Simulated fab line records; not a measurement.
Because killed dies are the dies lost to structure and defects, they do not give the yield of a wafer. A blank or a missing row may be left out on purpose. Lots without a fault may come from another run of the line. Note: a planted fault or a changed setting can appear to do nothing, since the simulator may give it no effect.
A struck lot beside a sound one -- flow n5-finfet -- 41 steps out of a route of 1938
Sound: wafers L905.4, L905.5, L905.6. Struck: wafer L915.5; the same lot's L915.4 was not struck, so it is left out; see the end for the cause.
At each step with rows: each side's tool, then ch and its chambers, then its first start. Under that, the readings that differ: sound wafers -- struck wafers -- difference of the means -- sigmas: that difference in standard deviations of wafers without a fault.
alike: readings whose means differ by less than 2 such deviations, and words and numbers that are the same on both sides. not compared: withheld readings, readings that some wafer has no value for, bounds like >300 that may hide the same value, and numbers for which the record gives no deviation and whose values overlap.
Wherever a step has rows on one side only, a row that says differs or no value, or a row with sigmas, the two part there. Non-overlapping numbers with no deviation appear without sigmas and do not part them. A reading missing from all wafers of one side parts the sides only when that side holds two or more wafers.

first, 9 steps without rows for these wafers: N5_BEOL_M4_ANNEAL_95 (time 240 s); N5_BEOL_M4_SPUTTER_96 (material Cu, target thk 4.5 nm, time 8.29 s); N5_BEOL_M4_ECD_50 (material Cu, target thk 300 nm); N5_BEOL_M4_ANNEAL_51 (time 90 s); N5_BEOL_M4_CMP_52 (polishes, stops on SiOC, t overpolish 6.8 s, target thk 40 nm); N5_BEOL_M4_PRE_CLEAN_60 (time 15 s); N5_BEOL_M4_CO_CAP_55 (material Co, precursor CCTBA/H2, target thk 2 nm, time 102.1 s); N5_BEOL_M4_PRE_CLEAN_56 (time 15 s); N5_BEOL_M4_DEP_57 (deposits SiCN from 3MS/NH3, target thk 8 nm, time 14 s).
N5_BEOL_M4_RC_MEAS_101:
  sound on prober-01 ch 0, day 8 23:05; struck on prober-02 ch 0, day 11 13:36
reading,sound,struck,difference,sigmas
SS_N (mV/dec),71.0 71.0 70.2,72.1,+1.4,+3
VT_N (mV),252.8 255.6 253.1,247.7,-6.1,-3
  alike: DIBL_N, DIBL_P, IOFF_N, IOFF_P, ION_N, ION_P, SS_P, VT_P
then, 24 steps without rows for these wafers: N5_BEOL_M5_ILD_DEP_00 (deposits SiCOH lowk from DEMS/porogen, target thk 140.64 nm, time 25.9 s); N5_BEOL_M5_CURE_79 (cures SiCOH lowk, time 240 s); N5_BEOL_M5_PECVD_70 (deposits SiO2 from TEOS/O2, target thk 16 nm, time 18 s); N5_BEOL_M5_HM_DEP_02 (deposits TiN, target thk 20 nm); N5_BEOL_M5_COAT_59 (time 60 s, resist thk 60 nm); N5_BEOL_M5_COAT_60 (time 60 s, resist thk 12 nm); N5_BEOL_M5_COAT_71 (time 60 s, resist thk 5 nm); N5_BEOL_M5_COAT_05 (resist thk 30 nm); N5_BEOL_M5_EBR_07; N5_BEOL_M5_SOFTBAKE_06 (time 60 s); N5_BEOL_M5_EXPOSE_08 (exposes mask M5, target cd 28 nm); N5_BEOL_M5_PEB_09 (peb time 60 s); N5_BEOL_M5_DEVELOP_10 (develop time 30 s); N5_BEOL_M5_DESCUM_16 (chemistry O2, time 7 s); N5_BEOL_M5_ETCH_72 (etches underlayer in N2/H2, target depth 6.5 nm, time 5.2 s); N5_BEOL_M5_ETCH_61 (etches SiARC in CF4, target depth 15.6 nm, time 26 s); N5_BEOL_M5_ETCH_62 (etches SOC in N2/H2, target depth 75 nm, overetch 15 nm, time 112.5 s); N5_BEOL_M5_STRIP_63 (strips in N2/H2); N5_BEOL_M5_STRIP_73 (strips in N2/H2); N5_BEOL_M5_STRIP_64 (strips in CF4); N5_BEOL_M5_HM_OPEN_17 (chemistry Cl2/BCl3, target TiN, target depth 20 nm, overetch 6 nm); N5_BEOL_M5_STRIP_19 (strips in O2); N5_BEOL_M5_COAT_65 (time 60 s, resist thk 60 nm); N5_BEOL_M5_COAT_66 (time 60 s, resist thk 12 nm).
-- a jump in the record: the struck wafers' starts before and after are 2 days apart (it breaks off in module BEOL_M5 and resumes in module BEOL_M11, where the first step shown is number 1540 of the route) --
N5_BEOL_M11_HM_DEP_02: deposits TiN, target thk 20 nm.
  sound on pvd-sputter-01, day 11 03:33; struck on pvd-sputter-01, day 13 22:47
reading,sound,struck,difference,sigmas
model.TiN_of_BEOL_M11_HM_DEP_02.thk-nm (nm),20.4 20.4 20.4,35.8,+15.4,
  alike: throttle-valve-pct
N5_BEOL_M11_HM_OPEN_17: chemistry Cl2/BCl3, target TiN, target depth 20 nm, overetch 6 nm.
  sound on rie-metal-03 ch 0,1, day 11 04:28; struck on rie-metal-01 ch 0, day 13 23:49
reading,sound,struck,difference,sigmas
mfc-cl2-sccm (sccm),53.23 53.20 53.13,53.56,+0.37,+3
model.etch.depth-nm (nm),20.38 20.34 20.31,26.49,+6.15,
  alike: bias-w, drypump-motor-current-A, oes-product-au, throttle-valve-pct
  not compared: rf-hours-counter-h
N5_BEOL_M11_VIA_ETCH_34: etches SiCOH lowk in C4F6/O2, target depth 184.5 nm, time 69.2 s.
  sound on rie-diel-05 ch 1,2,3, day 11 07:19; struck on rie-diel-02 ch 3, day 14 01:50
reading,sound,struck,difference,sigmas
oes-product-au (a.u.),0.68 0.74 0.70,0.27,-0.44,-5
  alike: bias-w, drypump-motor-current-A, oes_f_703_au, rf-vpp-V, showerhead-plenum-p-Torr, throttle-valve-pct
  not compared: rf-hours-counter-h
N5_BEOL_M11_TRENCH_ETCH_37: etches SiCOH lowk in C4F6/O2, target depth 148.83 nm, time 48 s.
  sound: rie-diel-05 ch 1,2,3; struck: rie-diel-02 ch 3
reading,sound,struck,difference,sigmas
model.TiN_of_BEOL_M11_HM_DEP_02.thk-nm (nm),16.2 16.2 16.4,31.6,+15.3,
  alike: bias-w, drypump-motor-current-A, oes_f_703_au, oes-product-au, rf-vpp-V, showerhead-plenum-p-Torr, throttle-valve-pct
  not compared: rf-hours-counter-h
N5_BEOL_M11_OCD_MEAS_38:
  sound on ocd-02, day 11 07:35; struck on ocd-01, day 14 02:08
  not compared: trench-depth-nm
N5_BEOL_M11_CD_MEAS_35: the cd target is 70 nm.
  sound on cd-sem-01, day 11 07:44; struck on cd-sem-02, day 14 02:23
  not compared: cd-nm
N5_PASSIVATION_PROBE_49:
  sound on prober-01, day 13 08:29; struck on prober-02, day 15 20:57
reading,sound,struck,difference,sigmas
defect-limited-yield (%),91.3 91.2 91.5,0,-91,-65
killed_at_M4_up,7 14 11,1097,+1086,+99 or more
killed-dies,103 104 100,1180,+1078,+67
killed-on-rim,15 15 18,152,+136,+34
sort_bin_5_function (%),5.8 5.3 5.8,96.3,+90.7,+93
sort-n-pass,1077 1076 1080,0,-1078,-67
sort-yield-pct (%),91.3 91.2 91.5,0,-91,-65
  alike: killed_at_M0_to_M3, killed-at-contacts, killed-at-front-end, killed-at-other, killed-open, killed-short, sort_bin_6_memory

## WHERE THEY PART
Last at N5_PASSIVATION_PROBE_49 as far as this record goes, first at N5_BEOL_M4_RC_MEAS_101.

WHY: the cause the simulator had injected
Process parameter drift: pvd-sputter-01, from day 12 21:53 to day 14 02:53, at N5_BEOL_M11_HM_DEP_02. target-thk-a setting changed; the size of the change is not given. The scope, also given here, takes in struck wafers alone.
